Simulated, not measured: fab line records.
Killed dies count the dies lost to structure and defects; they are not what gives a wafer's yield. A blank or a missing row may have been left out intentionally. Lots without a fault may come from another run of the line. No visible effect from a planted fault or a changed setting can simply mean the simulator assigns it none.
Split-lot trial ; flow n5-finfet ; 39 wafers read from 7 lots, route of 1938 steps

== SPLIT DETAILS ==
At N5_FIN_SAQP_HM_DEP_03 (deposits SiNx from SiH4/NH3/N2, target thk 38 nm, time 33.6 s), the setting time-s was moved away from the recipe's 33.6 s on 15 of the 39 wafers read, by -48.4% to -15.4%. All remaining wafers had this setting at the recipe value.

== FROM THE SPLIT TO THE READING: what the file shows between them, 4 steps ==
- N5_FIN_SAQP_THK_MEAS_05
- N5_FIN_SAQP_PECVD_47: deposits a-Si from SiH4/He, target thk 45 nm, time 36.3 s
- N5_FIN_SAQP_PECVD_48: deposits SiNx from SiH4/NH3/N2, target thk 25 nm, time 22.1 s
- N5_FIN_SAQP_MANDREL2_REMOVE_60: chemistry HBr/Cl2/O2, target a-Si, stops on SiNx, bt time 10 s

== THE READING ==
etch.depth-nm (the simulator's own value, which no gauge read), in nm, at N5_FIN_SAQP_HM_OPEN_33 (chemistry CH3F/O2, target SiNx, target depth 49.4 nm, time 70.6 s). The file does not state a usual value for it. Average 37.01 nm, standard deviation 0.44 nm, over the 24 wafers here run with the recipe.

wafer;tool, chamber at the split;time-s as run, s;against the recipe;etch.depth-nm, nm;against lot-mates on the recipe
L074.1;pecvd-04, 1;26.63;-20.7%;29.01;-8.15
L074.2;pecvd-04, 0;33.6;recipe;36.75;-
L074.3;pecvd-04, 0;33.6;recipe;37.42;-
L074.4;pecvd-04, 1;26.63;-20.7%;29.34;-7.82
L074.5;pecvd-04, 1;26.63;-20.7%;29.01;-8.15
L074.6;pecvd-04, 0;33.6;recipe;37.3;-
L078.1;pecvd-02, 2;33.6;recipe;36.6;-
L078.2;pecvd-02, 1;33.6;recipe;36.4;-
L078.3;pecvd-02, 0;33.6;recipe;36.83;-
L078.4;pecvd-02, 0;33.6;recipe;37.26;-
L078.5;pecvd-02, 2;33.6;recipe;36.68;-
L078.6;pecvd-02, 1;33.6;recipe;37.37;-
L081.2;pecvd-03, 0;33.6;recipe;36.69;-
L081.4;pecvd-03, 1;33.6;recipe;36.93;-
L081.5;pecvd-03, 2;33.6;recipe;36.45;-
L082.1;pecvd-03, 0;33.6;recipe;36.4;-
L082.2;pecvd-03, 2;28.43;-15.4%;30.1;-6.50
L082.3;pecvd-03, 1;28.43;-15.4%;30.04;-6.56
L082.4;pecvd-03, 1;33.6;recipe;36.65;-
L082.5;pecvd-03, 2;33.6;recipe;36.74;-
L082.6;pecvd-03, 0;28.43;-15.4%;30.95;-5.65
L084.1;pecvd-02, 0;20.12;-40.1%;22.54;-14.61
L084.2;pecvd-02, 2;33.6;recipe;36.77;-
L084.3;pecvd-02, 1;33.6;recipe;37.04;-
L084.4;pecvd-02, 0;33.6;recipe;37.63;-
L084.5;pecvd-02, 2;20.12;-40.1%;21.93;-15.22
L084.6;pecvd-02, 1;20.12;-40.1%;22.11;-15.04
L091.1;pecvd-02, 2;33.6;recipe;37.21;-
L091.2;pecvd-02, 0;33.6;recipe;37.66;-
L091.3;pecvd-02, 0;21.54;-35.9%;24.1;-13.38
L091.4;pecvd-02, 2;21.54;-35.9%;23.54;-13.94
L091.5;pecvd-02, 2;33.6;recipe;37.57;-
L091.6;pecvd-02, 0;21.54;-35.9%;24.17;-13.31
L093.1;pecvd-02, 2;17.35;-48.4%;18.39;-18.89
L093.2;pecvd-02, 0;17.35;-48.4%;18.8;-18.48
L093.3;pecvd-02, 1;33.6;recipe;36.66;-
L093.4;pecvd-02, 2;17.35;-48.4%;18.8;-18.48
L093.5;pecvd-02, 1;33.6;recipe;37.19;-
L093.6;pecvd-02, 0;33.6;recipe;38;-

FIT RESULTS
A straight line over all 39 wafers: etch.depth-nm changes by +0.374 nm for each +1% of time-s; r = +1.00; the points scatter about the line by 0.48 nm.
The same after taking each lot's own level away (the mean of its wafers on the recipe; 39 wafers): +0.38 nm for each +1%; r = +1.00; scatter 0.35 nm.
According to that fit, moving time-s by its largest amount changes the reading by 18 nm.
The lots' own levels span 36.597 to 37.480 nm, that is 2.0 times the standard deviation above.
The two slopes agree, so the slope changes little with the lot-to-lot level.
Check: -18.3 nm against its lot-mates is what the line predicts for one of the wafers moved furthest among these (-48.4%) when that wafer is left out of the fit. Against them it came out at -18.9 nm.

== THE WHOLE CHAIN: every reading that the file lists as answering this split, in the file's order ==
step;what it does;reading;change (the file's fit);r (the file's)
N5_FIN_SAQP_HM_DEP_03;deposits SiNx from SiH4/NH3/N2, target thk 38 nm, time 33.6 s;SiNx_of_FIN_SAQP_HM_DEP_03.thk-nm (the simulator's own value, which no gauge read);+0.38 nm for each +1% of the setting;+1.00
N5_FIN_SAQP_THK_MEAS_05;;thk-nm;withheld for each +1% of the setting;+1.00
N5_FIN_SAQP_HM_OPEN_33;chemistry CH3F/O2, target SiNx, target depth 49.4 nm, time 70.6 s;etch-rf-on-time-s;withheld for each +1% of the setting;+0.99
N5_FIN_SAQP_HM_OPEN_33;chemistry CH3F/O2, target SiNx, target depth 49.4 nm, time 70.6 s;etch.depth-nm (the simulator's own value, which no gauge read);+0.381 nm for each +1% of the setting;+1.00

== FILE'S OWN FIT ==
etch.depth-nm changes by +0.381 nm for each +1% of time-s, r = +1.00.
